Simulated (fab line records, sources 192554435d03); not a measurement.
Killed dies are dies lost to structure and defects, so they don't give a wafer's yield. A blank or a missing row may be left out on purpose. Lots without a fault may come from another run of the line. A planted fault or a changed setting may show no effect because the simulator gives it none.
One fault seen from 2 desks | flow n5_finfet | each desk has only its own numbers; what lay behind them comes last

THE TOOL OWNER'S DESK: litho_track-02
The tool's own readings at N5_BEOL_M0_SAQP_COAT_105 (time 60 s, resist thk 100 nm): means of the sampled wafers that have a number, for each lot that ran on this tool. A lot is out of limits, marked OUT, if its mean lies more than 4 standard deviations from the usual mean; the brackets give that distance.
Columns: A = dispense_pressure_kPa at N5_BEOL_M0_SAQP_COAT_105, usual 52 kPa; B = spin_speed_rpm at N5_BEOL_M0_SAQP_COAT_105, usual 1500.1 rpm
lot  | first seen here | A  | B
L910 | day 6 03:17     | 56 | 1500.5
L920 | day 8 19:00     | 56 | 1500.0
L924 | day 10 00:12    | 56 | 1407.5 (-96) OUT
L925 | day 10 04:14    | 56 | 1406.7 (-97) OUT
This desk's finding: out of limits on L924, L925; first on L924, day 10 00:12 (spin_speed_rpm at N5_BEOL_M0_SAQP_COAT_105). In limits: L910, L920.

THE METROLOGY DESK
What the gauges read, lot by lot, whatever tool the lot ran on: means of the sampled wafers that have a number. A lot is out of limits, marked OUT, if its mean lies more than 4 standard deviations from the usual mean; the brackets give that distance. Of its 10 readings 7 are shown: those that lie furthest out on some lot.
Columns: A = DIBL_N at N5_BEOL_M4_RC_MEAS_101, usual 36.0 mV/V; B = DIBL_P at N5_BEOL_M4_RC_MEAS_101, usual 36.0 mV/V; C = IOFF_N at N5_BEOL_M4_RC_MEAS_101, usual 0.155 nA/um; D = IOFF_P at N5_BEOL_M4_RC_MEAS_101, usual 0.20 nA/um; E = SS_N at N5_BEOL_M4_RC_MEAS_101, usual 71.5 mV/dec; F = SS_P at N5_BEOL_M4_RC_MEAS_101, usual 73.2 mV/dec; G = VT_P at N5_BEOL_M4_RC_MEAS_101, usual -251.0 mV
lot  | first seen here | A    | B    | C     | D    | E    | F    | G
L908 | day 8 12:22     | 34.9 | 34.5 | 0.130 | 0.16 | 70.7 | 72.5 | -255.5
L910 | day 8 19:13     | 35.5 | 35.3 | 0.158 | 0.22 | 71.8 | 72.7 | -249.0
L912 | day 9 18:07     | 35.5 | 34.7 | 0.134 | 0.20 | 71.4 | 73.0 | -249.2
L913 | day 9 22:37     | 40.5 | 40.1 | 0.216 | 0.27 | 72.5 | 74.4 | -247.3
L914 | day 10 05:05    | 36.8 | 35.1 | 0.156 | 0.18 | 71.1 | 73.1 | -253.4
L916 | day 10 11:44    | 37.0 | 36.6 | 0.160 | 0.20 | 71.3 | 73.0 | -251.2
L920 | day 11 09:58    | 35.8 | 35.8 | 0.160 | 0.20 | 71.8 | 73.3 | -253.0
L924 | day 12 15:49    | 38.2 | 39.2 | 0.177 | 0.22 | 71.6 | 73.9 | -251.3
L925 | day 12 21:11    | 36.2 | 37.7 | 0.159 | 0.19 | 71.8 | 73.6 | -254.7
L931 | day 13 23:31    | 37.1 | 35.7 | 0.166 | 0.22 | 71.4 | 73.5 | -249.7
This desk's finding: nothing out of limits on any of the 10 lots.

PUT TOGETHER
The tool owner's desk could have raised an alarm at day 10 00:12, on L924, L925.
The metrology desk saw nothing out of limits.
The metrology desk has L924, L925 on record, within its limits.
Of the lots named, all ran N5_BEOL_M0_SAQP_COAT_105 on litho_track-02.

WHAT THE SIMULATOR HAD PUT IN
Process parameter drift: litho_track-02, from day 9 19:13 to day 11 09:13, at N5_BEOL_M0_SAQP_COAT_105. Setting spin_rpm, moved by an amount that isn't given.
Lots struck among those shown: L924, L925.
Hours from the fault's start to each desk's first reading out of limits: the tool owner's desk, 5.
